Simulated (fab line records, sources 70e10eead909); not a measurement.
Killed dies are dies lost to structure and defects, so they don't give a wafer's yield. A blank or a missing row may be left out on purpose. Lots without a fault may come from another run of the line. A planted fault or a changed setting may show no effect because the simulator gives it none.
Which tool did it? | flow nand_harc | 12 lots, 36 wafers sampled, at 5 steps of a route of 1302

WHAT THE GAUGES READ, wafer by wafer
NHARC_END_SORT_01. Usual: killed_at_array 64, standard deviation 20; killed_at_other 0.7, standard deviation 1.1; killed_at_periphery 3.6, standard deviation 2.7; killed_dies 68, standard deviation 20; killed_open 2.8, standard deviation 1.9; killed_short 2.3, standard deviation 1.5.
lot  | measured     | on        | killed_at_array | killed_at_other | killed_at_periphery | killed_dies | killed_open | killed_short | flag
L239 | day 29 01:53 | prober-02 | 669 675 675     | 5 0 1           | 3 2 1               | 677 677 677 | 2 2 2       | 3 0 2        | OFF
L241 | day 28 05:19 | prober-01 | 668 672 675     | 3 0 0           | 6 5 2               | 677 677 677 | 4 3 4       | 3 0 2        | OFF
L243 | day 29 17:35 | prober-01 | 669 674 673     | 1 0 1           | 7 3 3               | 677 677 677 | 2 2 5       | 1 1 3        | OFF

WHICH TOOL RAN EACH LOT (tool, then ch and the chambers of the sampled wafers, then the start)
lot  | NHARC_A_CHANNEL_HOLE_D2_ETCH_39               | NHARC_A_CHANNEL_FILL_D2_CVD_18                                        | NHARC_A_CHANNEL_FILL_D2_ETCHBACK_08           | NHARC_A_CHANNEL_FILL_D2_STRIP_29
L233 | rie_diel-04 ch 0,2,3, day 15 06:10 or earlier | lpcvd_poly-04 ch 0, day 15 06:10                                      | rie_diel-01 ch 0,2,3, no start                | rie_diel-01 ch 1,2,3, no start
L239 | rie_diel-03 ch 0,1,3, day 17 13:44 or earlier | lpcvd_poly-04 ch 0, day 17 13:44 and lpcvd_poly-02 ch 0, day 17 17:37 | rie_diel-01 ch 1,2,3, day 29 01:53 or earlier | rie_diel-01 ch 1,2, day 29 01:53 or earlier
L241 | rie_diel-04 ch 0,3, day 18 08:32 or earlier   | lpcvd_poly-02 ch 0, day 18 08:32                                      | rie_diel-12 ch 2,3, day 28 05:19 or earlier   | rie_diel-12 ch 1,2, day 28 05:19 or earlier
L243 | rie_diel-04 ch 0,1,3, day 18 23:46 or earlier | lpcvd_poly-02 ch 0, day 18 23:46                                      | rie_diel-12 ch 2,3, day 29 17:35 or earlier   | rie_diel-12 ch 0,2,3, day 29 17:35 or earlier
L245 | rie_diel-04 ch 0,2, day 19 18:46 or earlier   | lpcvd_poly-03 ch 0, day 19 18:46                                      | rie_diel-01 ch 0,2, no start                  | rie_diel-01 ch 0,1,2, no start
L248 | rie_diel-04 ch 0,1,3, day 21 06:53 or earlier | lpcvd_poly-04 ch 0, day 21 06:53                                      | rie_diel-06 ch 0,3, day 22 04:52 or earlier   | rie_diel-06 ch 0,2,3, day 22 04:52
L246 | rie_diel-03 ch 1,3, day 21 06:53 or earlier   | lpcvd_poly-04 ch 0, day 21 06:53                                      | rie_diel-12 ch 2,3, no start                  | rie_diel-12 ch 1,2,3, no start
L249 | rie_diel-03 ch 0,2,3, day 21 20:27 or earlier | lpcvd_poly-04 ch 0, day 21 20:27                                      | rie_diel-12 ch 0,1, no start                  | rie_diel-12 ch 0,3, no start
L250 | rie_diel-05 ch 0,1, day 21 20:27 or earlier   | lpcvd_poly-04 ch 0, day 21 20:27                                      | rie_diel-01 ch 2,3, no start                  | rie_diel-01 ch 0,1, no start
L253 | rie_diel-05 ch 2,3, day 23 03:50 or earlier   | lpcvd_poly-03 ch 0, day 23 03:50                                      | rie_diel-01 ch 2,3, no start                  | rie_diel-01 ch 1,2,3, no start
L254 | rie_diel-05 ch 0,1,2, day 23 08:23 or earlier | lpcvd_poly-02 ch 0, day 23 08:23                                      | rie_diel-12 ch 1,2, no start                  | rie_diel-12 ch 2,3, no start
L255 | rie_diel-03 ch 0,2,3, day 24 08:53 or earlier | lpcvd_poly-02 ch 0, day 24 08:53                                      | rie_diel-12 ch 0,2, day 25 04:18 or earlier   | rie_diel-12 ch 2,3, day 25 04:18
- NHARC_A_CHANNEL_HOLE_D2_ETCH_39: etches the open film in N2/H2, target depth 260 nm, time 325 s.
- NHARC_A_CHANNEL_FILL_D2_CVD_18: deposits poly-Si, target thk 3 nm.
- NHARC_A_CHANNEL_FILL_D2_ETCHBACK_08: etches the open film in C4F8, target depth 220 nm, time 110 s.
- NHARC_A_CHANNEL_FILL_D2_STRIP_29: strips in O2, time 20 s.

WHAT THE TOOLS THEMSELVES READ (means of the sampled wafers that have a number; where no wafer has one, the mark that the record gives instead)
NHARC_A_CHANNEL_HOLE_D2_ETCH_39. Usual: drypump_motor_current_A 5.7 A, standard deviation 0.45; oes_product_au 1.005 a.u., standard deviation 0.013; rf_vpp_V 432.3 V, standard deviation 2.6; showerhead_plenum_p_Torr 2.11 Torr, standard deviation 0.091; throttle_valve_pct 14.171 %, standard deviation 0.0092.
lot  | tool        | drypump_motor_current_A (A) | oes_product_au (a.u.) | rf_vpp_V (V) | showerhead_plenum_p_Torr (Torr) | throttle_valve_pct (%) | flag
L233 | rie_diel-04 | 5.9                         | 1.002                 | 434.3        | 2.18                            | 14.161                 |
L239 | rie_diel-03 | 5.7                         | 1.000                 | 432.0        | 2.09                            | 14.172                 |
L241 | rie_diel-04 | 5.7                         | 1.010                 | 433.8        | 2.19                            | 14.166                 |
L243 | rie_diel-04 | 5.5                         | 1.000                 | 434.3        | 2.19                            | 14.164                 |
L245 | rie_diel-04 | 5.5                         | 1.008                 | 434.9        | 2.19                            | 14.172                 |
L248 | rie_diel-04 | 5.5                         | 1.008                 | 434.8        | 2.18                            | 14.174                 |
L246 | rie_diel-03 | 6.0                         | 0.996                 | 430.1        | 2.01                            | 14.171                 |
L249 | rie_diel-03 | 5.4                         | 1.000                 | 433.6        | 2.15                            | 14.171                 |
L250 | rie_diel-05 | 6.0                         | 1.004                 | 428.7        | 1.96                            | 14.180                 |
L253 | rie_diel-05 | 5.8                         | 1.012                 | 430.9        | 2.08                            | 14.171                 |
L254 | rie_diel-05 | 5.9                         | 1.006                 | 430.6        | 2.03                            | 14.173                 |
L255 | rie_diel-03 | 5.5                         | 1.000                 | 433.8        | 2.15                            | 14.171                 |

NHARC_A_CHANNEL_FILL_D2_CVD_18. Usual: spike_tc_top_C 571 C, standard deviation 3.2; zone_power_lower_pct 8.0 %, standard deviation 0.36.
lot  | tool                        | spike_tc_top_C (C) | zone_power_lower_pct (%) | flag
L233 | lpcvd_poly-04               | 570                | 7.9                      |
L239 | lpcvd_poly-04/lpcvd_poly-02 | 570                | 7.8                      |
L241 | lpcvd_poly-02               | 568                | 7.8                      |
L243 | lpcvd_poly-02               | 568                | 7.8                      |
L245 | lpcvd_poly-03               | 576                | 8.7                      |
L248 | lpcvd_poly-04               | 570                | 7.8                      |
L246 | lpcvd_poly-04               | 571                | 7.9                      |
L249 | lpcvd_poly-04               | 571                | 7.9                      |
L250 | lpcvd_poly-04               | 570                | 7.8                      |
L253 | lpcvd_poly-03               | 577                | 8.7                      |
L254 | lpcvd_poly-02               | 569                | 7.8                      |
L255 | lpcvd_poly-02               | 568                | 7.8                      |

NHARC_A_CHANNEL_FILL_D2_ETCHBACK_08. Usual: oes_product_au 0.97 a.u., standard deviation 0.037; rf_vpp_V 440 V, standard deviation 3.2.
lot  | tool        | oes_product_au (a.u.) | rf_vpp_V (V) | flag
L233 | rie_diel-01 | 0.93                  | 438          |
L239 | rie_diel-01 | 0.93                  | 438          |
L241 | rie_diel-12 | 0.93                  | 442          |
L243 | rie_diel-12 | 1.01                  | 442          |
L245 | rie_diel-01 | 0.94                  | 439          |
L248 | rie_diel-06 | 1.00                  | 444          |
L246 | rie_diel-12 | 0.96                  | 443          |
L249 | rie_diel-12 | 0.99                  | 443          |
L250 | rie_diel-01 | 1.00                  | 438          |
L253 | rie_diel-01 | 0.94                  | 438          |
L254 | rie_diel-12 | 0.92                  | 442          |
L255 | rie_diel-12 | 0.91                  | 438          |

NHARC_A_CHANNEL_FILL_D2_STRIP_29. Usual: drypump_motor_current_A 5.9 A, standard deviation 0.36; oes_product_au 1.002 a.u., standard deviation 0.015; rf_vpp_V 57.7 V, standard deviation 0.89; showerhead_plenum_p_Torr 3.48 Torr, standard deviation 0.17; throttle_valve_pct 17.036 %, standard deviation 0.0086.
lot  | tool        | drypump_motor_current_A (A) | oes_product_au (a.u.) | rf_vpp_V (V) | showerhead_plenum_p_Torr (Torr) | throttle_valve_pct (%) | flag
L233 | rie_diel-01 | 6.0                         | 1.001                 | 57.3         | 3.36                            | 17.040                 |
L239 | rie_diel-01 | 6.1                         | 0.998                 | 57.2         | 3.37                            | 17.037                 |
L241 | rie_diel-12 | 5.4                         | 0.998                 | 58.5         | 3.60                            | 17.043                 |
L243 | rie_diel-12 | 5.7                         | 1.014                 | 57.9         | 3.52                            | 17.033                 |
L245 | rie_diel-01 | 6.1                         | 1.010                 | 57.1         | 3.41                            | 17.028                 |
L248 | rie_diel-06 | 5.6                         | 0.994                 | 57.9         | 3.57                            | 17.032                 |
L246 | rie_diel-12 | 5.5                         | 1.014                 | 57.3         | 3.62                            | 17.036                 |
L249 | rie_diel-12 | 5.9                         | 1.013                 | 58.8         | 3.67                            | 17.032                 |
L250 | rie_diel-01 | 6.0                         | 0.998                 | 58.1         | 3.44                            | 17.034                 |
L253 | rie_diel-01 | 6.0                         | 1.001                 | 57.3         | 3.36                            | 17.040                 |
L254 | rie_diel-12 | 5.5                         | 1.023                 | 57.1         | 3.64                            | 17.036                 |
L255 | rie_diel-12 | 5.5                         | 1.018                 | 57.8         | 3.64                            | 17.037                 |

THE ANSWER, worked out from the rows above alone
Rule: a lot is off if the mean of its wafers that have a number lies more than 3 standard deviations from the usual mean. A lot without any number at a reading at which 4 lots or more have one is off too. The other lots that the step has rows for count as sound. The gauges are gone through in route order, then the tools' own readings, and for those a lot's mean is taken as printed above. The first step at which some lot is off is used, and at that step the reading that is off furthest; a lot without a number counts as furthest.
Off: L239, L241, L243, at NHARC_END_SORT_01 (killed_at_array). Neither off nor sound, because the step has no rows for them: L233, L245, L248, L246, L249, L250, L253, L254, L255.
A tool fits if, at a process step before that reading, it ran every lot that is off, and no sound lot after the first of them. The gauges at NHARC_END_SORT_01 are tried like those tools. NHARC_A_CHANNEL_HOLE_D2_ETCH_39 gives no start for some lots, so the hours and the order of its lots are those of NHARC_A_CHANNEL_FILL_D2_CVD_18. NHARC_A_CHANNEL_FILL_D2_ETCHBACK_08 gives no start for some lots, so the hours and the order of its lots are those of NHARC_END_SORT_01. NHARC_A_CHANNEL_FILL_D2_STRIP_29 gives no start for some lots, so the hours and the order of its lots are those of NHARC_END_SORT_01. One fits: lpcvd_poly-02 at NHARC_A_CHANNEL_FILL_D2_CVD_18. It ran no sound lot before its first lot that is off in this sample, so the start can't be narrowed down.

WHAT THE SIMULATOR HAD PUT IN
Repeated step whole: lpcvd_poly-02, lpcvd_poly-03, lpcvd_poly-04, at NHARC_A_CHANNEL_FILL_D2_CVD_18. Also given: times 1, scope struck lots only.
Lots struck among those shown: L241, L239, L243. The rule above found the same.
